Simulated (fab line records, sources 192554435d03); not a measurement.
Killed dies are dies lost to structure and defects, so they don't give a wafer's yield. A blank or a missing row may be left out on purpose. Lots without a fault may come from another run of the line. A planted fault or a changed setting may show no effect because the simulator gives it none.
Which tool did it? | flow n5_finfet | 10 lots, 29 wafers sampled, at 5 steps of a route of 1938

WHAT THE GAUGES READ, wafer by wafer
The record holds no reading of a measuring or inspecting step that can be judged against a usual standard deviation.

WHICH TOOL RAN EACH LOT (tool, then ch and the chambers of the sampled wafers, then the start)
lot  | N5_BEOL_M3_STRIP_97                | N5_MIM_BOT_LITHO_DESCUM_10         | N5_PASSIVATION_ETCH_59            | N5_PASSIVATION_STRIP_34            | N5_PASSIVATION_PROBE_49
L181 | rie_diel-02 ch 0,2, day 8 08:10    | rie_diel-04 ch 1,2, day 13 16:51   | rie_metal-02 ch 0,1, day 13 20:53 | rie_diel-03 ch 0,2,3, day 13 21:04 | -
L179 | rie_diel-01 ch 0,2,3, day 8 10:43  | rie_diel-03 ch 0,1,3, day 13 12:53 | rie_metal-02 ch 0,1, day 13 16:43 | rie_diel-03 ch 1,3, day 13 16:50   | -
L180 | rie_diel-02 ch 1,2,3, day 8 16:31  | rie_diel-04 ch 0,2,3, day 13 07:48 | rie_metal-02 ch 0,1, day 13 11:46 | rie_diel-05 ch 0,3, day 13 11:53   | -
L183 | rie_diel-06 ch 0,2, day 8 16:46    | rie_diel-03 ch 1,3, day 13 22:46   | rie_metal-03 ch 1, day 14 02:53   | rie_diel-03 ch 0,2, day 14 02:59   | -
L182 | rie_diel-02 ch 1,2,3, day 8 17:29  | rie_diel-04 ch 0,1, day 13 20:39   | rie_metal-02 ch 0,1, day 14 01:16 | rie_diel-04 ch 1,2, day 14 01:21   | -
L184 | rie_diel-06 ch 2,3, day 9 00:38    | rie_diel-04 ch 0,1,3, day 14 12:43 | rie_metal-03 ch 0,1, day 14 16:08 | rie_diel-04 ch 0,3, day 14 16:15   | prober-01, day 14 20:31
L187 | rie_diel-02 ch 0,2,3, day 9 15:55  | rie_diel-05 ch 0,1,2, day 14 21:00 | rie_metal-03 ch 0,1, day 15 06:21 | rie_diel-05 ch 0,1,2, day 15 06:32 | prober-01, day 15 11:16
L193 | rie_diel-02 ch 0,2,3, day 11 19:28 | rie_diel-04 ch 0,2, day 17 03:39   | rie_metal-01 ch 0,1, day 17 09:29 | rie_diel-03 ch 1,2,3, day 17 09:38 | prober-01, day 17 13:56
L192 | rie_diel-02 ch 0,1, day 11 20:38   | rie_diel-05 ch 0,2, day 17 04:25   | rie_metal-01 ch 1, day 17 10:41   | rie_diel-05 ch 0,1, day 17 10:50   | prober-02, day 17 15:11
L202 | rie_diel-01 ch 0,2,3, day 14 06:25 | rie_diel-05 ch 0,1, day 19 18:28   | rie_metal-01 ch 0,1, day 20 00:31 | rie_diel-04 ch 0,1,3, day 20 00:53 | prober-02, day 20 06:28
- N5_BEOL_M3_STRIP_97: strips in N2/H2, time 10 s.
- N5_MIM_BOT_LITHO_DESCUM_10: chemistry O2, time 7.9 s.
- N5_PASSIVATION_ETCH_59: etches TaN in Cl2/BCl3, target depth 65 nm, time 34.9 s.
- N5_PASSIVATION_STRIP_34: strips in O2.
- N5_PASSIVATION_PROBE_49

WHAT THE TOOLS THEMSELVES READ (means of the sampled wafers that have a number; where no wafer has one, the mark that the record gives instead)
N5_BEOL_M3_STRIP_97. Usual: drypump_motor_current_A 6.1 A, standard deviation 0.46; oes_product_au 0.76 a.u., standard deviation 0.088; rf_vpp_V 59.0 V, standard deviation 0.94; showerhead_plenum_p_Torr 2.50 Torr, standard deviation 0.11; throttle_valve_pct 23.8 %, standard deviation 0.33.
lot  | tool        | drypump_motor_current_A (A) | oes_product_au (a.u.) | rf_vpp_V (V) | showerhead_plenum_p_Torr (Torr) | throttle_valve_pct (%) | flag
L181 | rie_diel-02 | 6.7                         | 0.84                  | 58.4         | 2.46                            | 23.5                   |
L179 | rie_diel-01 | 5.9                         | 0.75                  | 58.5         | 2.53                            | 23.9                   |
L180 | rie_diel-02 | 6.1                         | 0.75                  | 59.5         | 2.47                            | 23.9                   |
L183 | rie_diel-06 | 5.8                         | 0.71                  | 59.1         | 2.57                            | 23.6                   |
L182 | rie_diel-02 | 6.1                         | 0.74                  | 58.6         | 2.47                            | 23.9                   |
L184 | rie_diel-06 | 6.0                         | 0.72                  | 58.9         | 2.56                            | 23.8                   |
L187 | rie_diel-02 | 6.5                         | 0.80                  | 58.9         | 2.49                            | 23.8                   |
L193 | rie_diel-02 | 6.5                         | 0.79                  | 58.2         | 2.48                            | 23.8                   |
L192 | rie_diel-02 | 6.3                         | 0.84                  | 59.9         | 2.66                            | 23.4                   |
L202 | rie_diel-01 | 5.9                         | 0.82                  | 59.2         | 2.52                            | 23.8                   |

N5_MIM_BOT_LITHO_DESCUM_10. Usual: drypump_motor_current_A 5.7 A, standard deviation 0.62; o2_flow_sccm 224.9 sccm, standard deviation 0.63; oes_product_au 0.80 a.u., standard deviation 0.077; rf_vpp_V 243.3 V, standard deviation 1.4; showerhead_plenum_p_Torr 2.10 Torr, standard deviation 0.067; throttle_valve_pct 20.39 %, standard deviation 0.26.
lot  | tool        | drypump_motor_current_A (A) | o2_flow_sccm (sccm) | oes_product_au (a.u.) | rf_vpp_V (V) | showerhead_plenum_p_Torr (Torr) | throttle_valve_pct (%) | flag
L181 | rie_diel-04 | 5.4                         | 225.0               | 0.89                  | 245.0        | 2.18                            | 20.11                  |
L179 | rie_diel-03 | 5.2                         | 225.2               | 0.83                  | 243.1        | 2.08                            | 20.36                  |
L180 | rie_diel-04 | 5.8                         | 224.4               | 0.78                  | 244.0        | 2.15                            | 20.58                  |
L183 | rie_diel-03 | 4.9                         | 225.1               | 0.81                  | 242.2        | 2.01                            | 20.34                  |
L182 | rie_diel-04 | 6.2                         | 224.4               | 0.79                  | 243.2        | 2.10                            | 20.26                  |
L184 | rie_diel-04 | 6.2                         | 225.2               | 0.75                  | 243.2        | 2.11                            | 20.53                  |
L187 | rie_diel-05 | 5.7                         | 225.2               | 0.76                  | 243.1        | 2.11                            | 20.35                  |
L193 | rie_diel-04 | 5.3                         | 225.3               | 0.90                  | 244.5        | 2.16                            | 20.29                  |
L192 | rie_diel-05 | 5.6                         | 225.2               | 0.78                  | 243.1        | 2.09                            | 20.24                  |
L202 | rie_diel-05 | 5.4                         | 224.7               | 0.87                  | 243.6        | 2.10                            | 20.31                  |

N5_PASSIVATION_ETCH_59. Usual: bias_w 100.0 W, standard deviation 0.34; drypump_motor_current_A 5.7 A, standard deviation 0.52; oes_product_au 0.82 a.u., standard deviation 0.068; throttle_valve_pct 21.01 %, standard deviation 0.16.
lot  | tool         | bias_w (W) | drypump_motor_current_A (A) | oes_product_au (a.u.) | throttle_valve_pct (%) | flag
L181 | rie_metal-02 | 99.8       | 5.3                         | 0.83                  | 20.89                  |
L179 | rie_metal-02 | 99.7       | 5.3                         | 0.84                  | 20.86                  |
L180 | rie_metal-02 | 100.1      | 5.6                         | 0.84                  | 20.80                  |
L183 | rie_metal-03 | 100.2      | 5.3                         | 0.93                  | 21.02                  |
L182 | rie_metal-02 | 99.9       | 5.3                         | 0.83                  | 20.88                  |
L184 | rie_metal-03 | 100.1      | 5.4                         | 0.83                  | 21.05                  |
L187 | rie_metal-03 | 100.3      | 5.3                         | 0.86                  | 21.04                  |
L193 | rie_metal-01 | 100.0      | 6.2                         | 0.74                  | 21.24                  |
L192 | rie_metal-01 | 100.3      | 6.0                         | 0.68                  | 21.36                  |
L202 | rie_metal-01 | 99.7       | 6.2                         | 0.90                  | 21.22                  |

N5_PASSIVATION_STRIP_34. Usual: drypump_motor_current_A 5.7 A, standard deviation 0.6; o2_flow_sccm 225.1 sccm, standard deviation 0.71; oes_product_au 0.81 a.u., standard deviation 0.073; rf_vpp_V 3.9 V, standard deviation 1.7; showerhead_plenum_p_Torr 2.10 Torr, standard deviation 0.066; throttle_valve_pct 16.62 %, standard deviation 0.24.
lot  | tool        | drypump_motor_current_A (A) | o2_flow_sccm (sccm) | oes_product_au (a.u.) | rf_vpp_V (V) | showerhead_plenum_p_Torr (Torr) | throttle_valve_pct (%) | flag
L181 | rie_diel-03 | 5.3                         | 224.9               | 0.83                  | 2.9          | 2.10                            | 16.66                  |
L179 | rie_diel-03 | 5.0                         | 225.2               | 0.82                  | 3.0          | 2.02                            | 16.53                  |
L180 | rie_diel-05 | 5.3                         | 225.3               | 0.81                  | 6.1          | 2.09                            | 16.47                  |
L183 | rie_diel-03 | 5.4                         | 225.4               | 0.82                  | 3.4          | 2.13                            | 16.73                  |
L182 | rie_diel-04 | 5.4                         | 224.9               | 0.90                  | 2.8          | 2.19                            | 16.32                  |
L184 | rie_diel-04 | 6.2                         | 225.1               | 0.70                  | 4.5          | 2.13                            | 17.05                  |
L187 | rie_diel-05 | 5.7                         | 224.7               | 0.76                  | 3.5          | 2.11                            | 16.61                  |
L193 | rie_diel-03 | 5.0                         | 225.1               | 0.77                  | 3.7          | 2.02                            | 16.73                  |
L192 | rie_diel-05 | 5.2                         | 225.9               | 0.85                  | 4.9          | 2.10                            | 16.52                  |
L202 | rie_diel-04 | 6.2                         | 224.4               | 0.86                  | 3.4          | 2.10                            | 16.57                  |

N5_PASSIVATION_PROBE_49. Usual: defect_limited_yield 91.3 %, standard deviation 1.3; killed_at_M0_to_M3 34, standard deviation 9.1; killed_at_M4_up 14, standard deviation 5.6; killed_at_contacts 13, standard deviation 5.9; killed_at_front_end 39, standard deviation 11; killed_at_other 3.6, standard deviation 3; killed_dies 102, standard deviation 16; killed_on_rim 13, standard deviation 4; killed_open 68, standard deviation 12; killed_short 33, standard deviation 7.3; sort_bin_5_function 5.2 %, standard deviation 0.89; sort_bin_6_memory 3.2 %, standard deviation 0.68; sort_bin_8_speed 0.00 %, standard deviation 0.027; sort_n_pass 1078, standard deviation 16; sort_yield_pct 91.3 %, standard deviation 1.3.
lot  | tool      | defect_limited_yield (%) | killed_at_M0_to_M3 | killed_at_M4_up | killed_at_contacts | killed_at_front_end | killed_at_other | killed_dies | killed_on_rim | killed_open | killed_short | sort_bin_5_function (%) | sort_bin_6_memory (%) | sort_bin_8_speed (%) | sort_n_pass | sort_yield_pct (%) | flag
L184 | prober-01 | 91.8                     | 29                 | 17              | 4                  | 42                  | 4.3             | 96          | 16            | 65          | 30           | 4.9                     | 3.0                   | 0.00                 | 1084        | 91.8               |
L187 | prober-01 | 90.5                     | 49                 | 13              | 8                  | 37                  | 6.0             | 113         | 16            | 75          | 37           | 5.8                     | 3.7                   | 0.00                 | 1067        | 90.5               |
L193 | prober-01 | 84.0                     | 130                | 17              | 10                 | 28                  | 3.3             | 189         | 32            | 74          | 32           | 9.9                     | 4.1                   | 0.00                 | 991         | 84.0               | OFF
L192 | prober-02 | 87.1                     | 94                 | 10              | 13                 | 29                  | 6.3             | 153         | 29            | 57          | 33           | 7.5                     | 3.6                   | 0.00                 | 1027        | 87.1               | OFF
L202 | prober-02 | 92.9                     | 27                 | 9               | 14                 | 33                  | 1.0             | 84          | 15            | 51          | 29           | 4.2                     | 2.5                   | 0.00                 | 1096        | 92.9               |

THE ANSWER, worked out from the rows above alone
Rule: a lot is off if the mean of its wafers that have a number lies more than 3 standard deviations from the usual mean. A lot without any number at a reading at which 4 lots or more have one is off too. The other lots that the step has rows for count as sound. The gauges are gone through in route order, then the tools' own readings, and for those a lot's mean is taken as printed above. The first step at which some lot is off is used, and at that step the reading that is off furthest; a lot without a number counts as furthest.
Off: L193, L192, at N5_PASSIVATION_PROBE_49 (killed_at_M0_to_M3). Neither off nor sound, because the step has no rows for them: L181, L179, L180, L183, L182.
A tool fits if, at that step or a process step before it, it ran every lot that is off, and no sound lot after the first of them. One fits: rie_diel-02 at N5_BEOL_M3_STRIP_97. Its last sound lot is L187 (day 9 15:55), its first lot that is off L193 (day 11 19:28): a fault that began between those two fits.
The tool's own readings at N5_BEOL_M3_STRIP_97 bear it out: on the lots that are off they differ by more than 5 times the standard deviation of the sound lots' means. throttle_valve_pct reads 23.6 % there against 23.8 % on the sound lots.

WHAT THE SIMULATOR HAD PUT IN
Chamber particle source: rie_diel-02, from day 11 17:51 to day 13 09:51, at N5_BEOL_M3_STRIP_97. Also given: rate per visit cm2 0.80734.
Lots struck among those shown: L193, L192. The rule above found the same.
